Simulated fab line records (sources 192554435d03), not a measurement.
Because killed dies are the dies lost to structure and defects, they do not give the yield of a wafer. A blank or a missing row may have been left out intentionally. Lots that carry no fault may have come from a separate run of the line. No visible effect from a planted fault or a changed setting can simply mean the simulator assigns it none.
Matching of chambers :: flow n5_finfet :: N5_BEOL_M7_CURE_75 on uv_cure-03 has 3 sister chambers
The step cures SiCOH lowk, time 120 s. 18 wafers are shown with their chamber, then 9 later ones without.

== WAFERS, EACH WITH ITS CHAMBER ==
wafer: L074.1
chamber: 2
wafer_temp_C_max: 373.4
lamp_power_pct (%): 52.45

wafer: L074.2
chamber: 2
wafer_temp_C_max: 372.4
lamp_power_pct (%): 52.41

wafer: L074.5
chamber: 2
wafer_temp_C_max: 372.3
lamp_power_pct (%): 52.39

wafer: L076.3
chamber: 0
wafer_temp_C_max: 371.7
lamp_power_pct (%): 52.34

wafer: L076.4
chamber: 0
wafer_temp_C_max: 371.3
lamp_power_pct (%): 52.28

wafer: L076.6
chamber: 0
wafer_temp_C_max: 371.4
lamp_power_pct (%): 52.28

wafer: L077.4
chamber: 1
wafer_temp_C_max: 371.7
lamp_power_pct (%): 52.28

wafer: L077.5
chamber: 1
wafer_temp_C_max: 372.0
lamp_power_pct (%): 52.24

wafer: L077.6
chamber: 1
wafer_temp_C_max: 371.9
lamp_power_pct (%): 52.31

wafer: L079.2
chamber: 1
wafer_temp_C_max: 372.3
lamp_power_pct (%): 52.31

wafer: L079.4
chamber: 1
wafer_temp_C_max: 372.2
lamp_power_pct (%): 52.26

wafer: L079.6
chamber: 1
wafer_temp_C_max: 372.7
lamp_power_pct (%): 52.36

wafer: L081.3
chamber: 2
wafer_temp_C_max: 372.7
lamp_power_pct (%): 52.36

wafer: L081.5
chamber: 2
wafer_temp_C_max: 372.2
lamp_power_pct (%): 52.27

wafer: L081.6
chamber: 2
wafer_temp_C_max: 372.6
lamp_power_pct (%): 52.31

wafer: L084.1
chamber: 2
wafer_temp_C_max: 372.8
lamp_power_pct (%): 52.31

wafer: L084.3
chamber: 2
wafer_temp_C_max: 371.9
lamp_power_pct (%): 52.39

wafer: L084.6
chamber: 2
wafer_temp_C_max: 372.2
lamp_power_pct (%): 52.30

SIGNATURES (averages over the wafers above)
reading: wafer_temp_C_max
chamber 0: 371.467
chamber 1: 372.133
chamber 2: 372.500
scatter within a chamber: 0.386

reading: lamp_power_pct
chamber 0: 52.3000
chamber 1: 52.2933
chamber 2: 52.3544
scatter within a chamber: 0.0519
Rule: distance of a wafer from a chamber = root of the sum over the readings of ((wafer's reading minus chamber's mean) / reading's scatter) squared. The wafer belongs to the nearest chamber; if the next one is less than 2 further off, it can't be placed. How the scatter is found: for the shown wafers, subtract from each reading the mean of its chamber, square and add these, divide the total by (wafers less chambers), then take the root.

== WAFERS WHOSE CHAMBER IS MISSING ==
wafer: L087.2
wafer_temp_C_max: 373.1
lamp_power_pct (%): 52.32

wafer: L087.3
wafer_temp_C_max: 372.5
lamp_power_pct (%): 52.17

wafer: L087.6
wafer_temp_C_max: 371.7
lamp_power_pct (%): 52.29

wafer: L094.1
wafer_temp_C_max: 371.6
lamp_power_pct (%): 52.30

wafer: L094.5
wafer_temp_C_max: 371.7
lamp_power_pct (%): 52.21

wafer: L094.6
wafer_temp_C_max: 371.4
lamp_power_pct (%): 52.39

wafer: L095.2
wafer_temp_C_max: 371.5
lamp_power_pct (%): 52.38

wafer: L095.5
wafer_temp_C_max: 371.4
lamp_power_pct (%): 52.31

wafer: L095.6
wafer_temp_C_max: 371.7
lamp_power_pct (%): 52.21

== WHICH CHAMBER EACH WENT THROUGH ==
wafer: L087.2
from the rows above: can't be placed: 2 or 1
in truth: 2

wafer: L087.3
from the rows above: can't be placed: 1 or 2 or 0
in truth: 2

wafer: L087.6
from the rows above: can't be placed: 0 or 1 or 2
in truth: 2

wafer: L094.1
from the rows above: can't be placed: 0 or 1
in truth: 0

wafer: L094.5
from the rows above: can't be placed: 0 or 1 or 2
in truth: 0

wafer: L094.6
from the rows above: can't be placed: 0 or 1 or 2
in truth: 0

wafer: L095.2
from the rows above: can't be placed: 0 or 1 or 2
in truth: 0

wafer: L095.5
from the rows above: can't be placed: 0 or 1
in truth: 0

wafer: L095.6
from the rows above: can't be placed: 0 or 1 or 2
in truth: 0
0 of 9 placed correctly. Not placeable from these rows: 9 (in 9, the candidates include the true chamber). 0 placed wrongly.
